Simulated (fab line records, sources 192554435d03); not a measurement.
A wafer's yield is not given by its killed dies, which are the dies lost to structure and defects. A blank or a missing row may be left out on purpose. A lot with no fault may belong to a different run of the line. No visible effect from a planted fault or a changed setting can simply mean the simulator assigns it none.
Which tool is to blame? | flow n5Finfet | Sampling: 10 lots, 30 wafers, 5 of 1938 route steps

WHAT THE GAUGES SHOWED, per wafer
N5_DUMMY_GATE_INSPECT_27: inspects for defects (brightfield).
lot  | measured    | on               | rawDefectCount
L276 | day 3 01:49 | defectInspect-01 | 313 262 226
L280 | day 4 02:13 | defectInspect-01 | 298 476 238
L281 | day 4 07:01 | defectInspect-01 | 177 152 270
L284 | day 5 02:25 | defectInspect-01 | 461 368 339
L285 | day 5 08:32 | defectInspect-01 | 329 319 311
L286 | day 5 11:29 | defectInspect-01 | 308 259 250
L294 | day 7 17:38 | defectInspect-01 | 250 316 304
L296 | day 8 06:48 | defectInspect-01 | 372 243 351
L297 | day 8 11:10 | defectInspect-02 | 251 202 281
L298 | day 8 14:38 | defectInspect-01 | 565 278 310

N5_SD_EPI_N_OVL_MEAS_10.
lot  | measured    | on         | SD_N_BLK_OVL (nm)
L276 | day 3 02:52 | overlay-02 | 0.9 0.9 1.6
L280 | day 4 03:16 | overlay-01 | 0.3 0.4 0.5
L281 | day 4 08:04 | overlay-01 | 0.6 1.8 1.6
L284 | day 5 04:55 | overlay-02 | -0.9 -0.9 -0.1
L285 | day 5 09:34 | overlay-01 | -0.4 0.5 -0.3
L286 | day 5 12:32 | overlay-01 | 0.4 0.3 0.2
L294 | day 7 18:58 | overlay-01 | 1.4 1.6 0.1
L296 | day 8 07:43 | overlay-01 | 0.3 0.4 -0.5
L297 | day 8 12:25 | overlay-01 | 1.5 -0.4 0.5
L298 | day 8 15:48 | overlay-02 | 0.1 1.1 -0.6

N5_BEOL_M4_RC_MEAS_101.
lot  | measured     | on        | DIBL_N (mV/V)  | DIBL_P (mV/V)  | IOFF_N (nA/um)    | IOFF_P (nA/um) | ION_N (uA/um) | ION_P (uA/um) | REXT_N (ohm.um) | SS_N (mV/dec)  | SS_P (mV/dec)  | VT_N (mV)         | VT_N_LVT (mV) | VT_P (mV)
L276 | day 8 10:36  | prober-02 | 38.7 37.7 36.0 | 39.4 37.9 37.8 | 0.182 0.165 0.146 | 0.26 0.24 0.23 | 668 662 661   | 458 454 462   | 76.9 78.4 79.0  | 72.7 72.7 71.7 | 73.5 73.6 73.2 | 252.3 253.9 252.5 | 99 102 101    | -247 -247 -249
L280 | day 9 14:58  | prober-02 | 34.4 39.7 37.1 | 34.3 39.3 37.0 | 0.115 0.204 0.149 | 0.14 0.20 0.18 | 653 664 666   | 443 447 453   | 75.0 76.1 75.6  | 70.9 72.2 72.0 | 71.9 73.8 73.4 | 253.0 248.9 252.5 | 106 100 103   | -259 -254 -256
L281 | day 9 20:05  | prober-02 | 35.8 36.5 36.2 | 35.7 37.4 37.3 | 0.138 0.160 0.155 | 0.22 0.24 0.24 | 664 672 674   | 461 469 466   | 75.3 76.3 76.7  | 71.4 71.9 72.1 | 72.8 73.1 72.9 | 252.6 249.0 246.5 | 101 97 97     | -250 -248 -247
L284 | day 10 12:09 | prober-02 | 37.4 35.2 34.7 | 37.2 35.1 34.6 | 0.176 0.135 0.126 | 0.23 0.20 0.18 | 692 687 679   | 477 476 466   | 73.4 73.5 72.8  | 72.4 71.7 72.3 | 74.2 73.3 72.6 | 247.8 250.7 253.0 | 97 102 102    | -248 -252 -252
L285 | day 11 10:22 | prober-01 | 35.9 36.2 38.0 | 35.1 35.7 38.0 | 0.149 0.153 0.192 | 0.18 0.19 0.23 | 667 683 683   | 454 465 467   | 75.3 75.0 75.7  | 72.2 71.1 71.8 | 73.1 72.3 73.2 | 250.0 248.9 244.7 | 97 98 94      | -253 -251 -249
L286 | day 11 12:47 | prober-02 | 35.3 35.3 32.9 | 35.5 35.3 32.6 | 0.162 0.161 0.119 | 0.23 0.23 0.19 | 678 677 666   | 464 464 459   | 75.0 75.4 74.3  | 71.4 70.8 70.7 | 74.0 73.5 71.7 | 251.4 250.4 253.0 | 99 98 102     | -245 -248 -247
L294 | day 13 10:14 | prober-01 | 30.1 31.2 30.0 | 35.2 36.6 34.1 | 0.082 0.091 0.072 | 0.18 0.20 0.16 | 638 629 617   | 459 458 452   | 85.6 86.3 86.8  | 70.0 70.3 70.1 | 72.7 73.3 72.6 | 260.4 257.2 261.5 | 108 107 111   | -253 -250 -252
L296 | day 13 14:39 | prober-02 | 29.8 28.3 31.2 | 33.3 32.1 34.5 | 0.081 0.078 0.094 | 0.19 0.19 0.21 | 635 639 630   | 465 475 464   | 87.3 87.7 86.1  | 70.5 70.2 70.7 | 71.5 72.4 72.7 | 260.8 257.4 255.9 | 108 107 107   | -254 -252 -251
L297 | day 13 18:20 | prober-02 | 36.1 36.5 35.0 | 34.5 35.5 33.4 | 0.143 0.158 0.135 | 0.21 0.22 0.19 | 668 676 677   | 466 468 474   | 73.4 72.0 73.1  | 70.9 71.9 71.2 | 72.8 72.2 72.3 | 252.3 247.6 251.1 | 98 98 100     | -247 -249 -250
L298 | day 14 09:39 | prober-01 | 36.1 35.4 36.3 | 37.7 35.9 37.1 | 0.164 0.149 0.156 | 0.21 0.18 0.19 | 686 672 677   | 467 458 461   | 75.8 75.2 75.6  | 72.1 71.8 71.9 | 73.4 72.7 72.5 | 250.2 250.4 249.8 | 100 102 102   | -251 -250 -250

WHICH TOOL RAN EACH LOT (tool, then ch and the chambers of the sampled wafers, then the start)
lot  | N5_SD_EPI_N_ETCHBACK_44          | N5_SD_EPI_N_VAPOR_ETCH_50
L276 | rieDiel-05 ch 0,2,3, day 3 03:20 | epiRpcvd-01 ch 0, day 3 04:29
L280 | rieDiel-01 ch 1,2,3, day 4 03:44 | epiRpcvd-02 ch 0, day 4 05:19
L281 | rieDiel-05 ch 0,2, day 4 08:35   | epiRpcvd-01 ch 0, day 4 09:40
L284 | rieDiel-01 ch 1,3, day 5 05:23   | epiRpcvd-01 ch 0, day 5 06:29
L285 | rieDiel-01 ch 0,2,3, day 5 10:14 | epiRpcvd-01 ch 0, day 5 11:22
L286 | rieDiel-04 ch 0,2,3, day 5 13:00 | epiRpcvd-02 ch 0, day 5 14:10
L294 | rieDiel-05 ch 0,2,3, day 7 19:26 | epiRpcvd-01 ch 0, day 7 20:44
L296 | rieDiel-01 ch 0,2,3, day 8 08:11 | epiRpcvd-01 ch 0, day 8 09:23
L297 | rieDiel-01 ch 0,3, day 8 12:53   | epiRpcvd-03 ch 0, day 8 14:03
L298 | rieDiel-05 ch 1,2, day 8 16:16   | epiRpcvd-03 ch 0, day 8 17:21
- N5_SD_EPI_N_ETCHBACK_44: etches SiNx in CH3F/O2, stops on SiO2, target depth 14.5 nm.
- N5_SD_EPI_N_VAPOR_ETCH_50: etches Si in HCl, time 54 s.

AS READ BY THE TOOLS THEMSELVES (means over the sampled wafers that have a number; for cases with no such wafer, the mark the record gives instead)
N5_SD_EPI_N_ETCHBACK_44.
lot  | tool       | biasW (W) | drypumpMotorCurrentA (A) | oesProductAu (a.u.) | rfVppV (V) | showerheadPlenumPTorr (Torr) | throttleValvePct (%)
L276 | rieDiel-05 | 72.84     | 5.9                      | 0.66                | 301        | 2.09                         | 16.24
L280 | rieDiel-01 | 72.93     | 5.9                      | 0.69                | 304        | 2.06                         | 16.24
L281 | rieDiel-05 | 73.26     | 5.7                      | 0.67                | 302        | 2.08                         | 16.21
L284 | rieDiel-01 | 72.77     | 5.8                      | 0.75                | 304        | 2.06                         | 16.33
L285 | rieDiel-01 | 72.93     | 5.7                      | 0.66                | 302        | 2.05                         | 16.33
L286 | rieDiel-04 | 72.87     | 5.5                      | 0.69                | 300        | 2.04                         | 16.35
L294 | rieDiel-05 | 73.04     | 5.9                      | 0.63                | 301        | 2.07                         | 16.31
L296 | rieDiel-01 | 73.20     | 5.7                      | 0.64                | 302        | 2.04                         | 16.37
L297 | rieDiel-01 | 72.83     | 5.6                      | 0.70                | 300        | 2.04                         | 16.47
L298 | rieDiel-05 | 72.91     | 5.9                      | 0.61                | 306        | 2.08                         | 16.34

N5_SD_EPI_N_VAPOR_ETCH_50.
lot  | tool        | susceptorTempC (C) | throttleValvePct (%)
L276 | epiRpcvd-01 | 775.1              | 11.68
L280 | epiRpcvd-02 | 775.3              | 12.03
L281 | epiRpcvd-01 | 774.9              | 11.64
L284 | epiRpcvd-01 | 774.9              | 11.78
L285 | epiRpcvd-01 | 775.4              | 11.71
L286 | epiRpcvd-02 | 774.8              | 12.06
L294 | epiRpcvd-01 | 761.6              | 11.57
L296 | epiRpcvd-01 | 761.5              | 11.57
L297 | epiRpcvd-03 | 775.2              | 12.14
L298 | epiRpcvd-03 | 774.7              | 12.27

THE ANSWER, worked out from the rows above alone
Rule: usual is defined by the lots themselves. The widest of any qualifying gaps counts: lots, ordered by their means at a reading, are off when they make up no more than a third of the lots, leave a main group of 4 or more, and stand apart from it by 3 or more times the standard deviation of that group's means. A main group whose means are all the same, to the digits that the tables above print for the reading, isn't used. A lot without any number at a reading at which 4 lots or more have one is off too. Any other lot the step has rows for is counted as sound. First the gauges in route order, then the tools' own readings, where a lot's mean is used as printed above. The first step at which some lot is off is used, and at that step the reading that is off furthest; a lot without a number counts as furthest.
Off: at N5_BEOL_M4_RC_MEAS_101 (IOFF_N), L294, L296. The main group: mean 0.154 nA/um, standard deviation 0.0073.
A tool fits if, at a process step before that reading, it ran every lot that is off, and no sound lot after the first of them. The gauges at N5_BEOL_M4_RC_MEAS_101 aren't tried: what is off there is off at N5_SD_EPI_N_VAPOR_ETCH_50 too, on other tools, and a gauge's error can't cause that. One candidate fits, namely epiRpcvd-01 at N5_SD_EPI_N_VAPOR_ETCH_50. A fault onset in the window from L285 (day 5 11:22, its last sound lot) to L294 (day 7 20:44, its first lot off) fits.
The tool's own readings at N5_SD_EPI_N_VAPOR_ETCH_50 bear it out: on the lots that are off they differ by more than 5 times the standard deviation of the sound lots' means. susceptorTempC reads 761.5 C there against 775.0 C on the sound lots.

WHAT THE SIMULATOR HAD PUT IN
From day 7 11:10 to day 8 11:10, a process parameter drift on epiRpcvd-01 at N5_SD_EPI_N_VAPOR_ETCH_50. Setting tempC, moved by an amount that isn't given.
Shown lots that were struck: L294, L296. Same finding as the rule above.
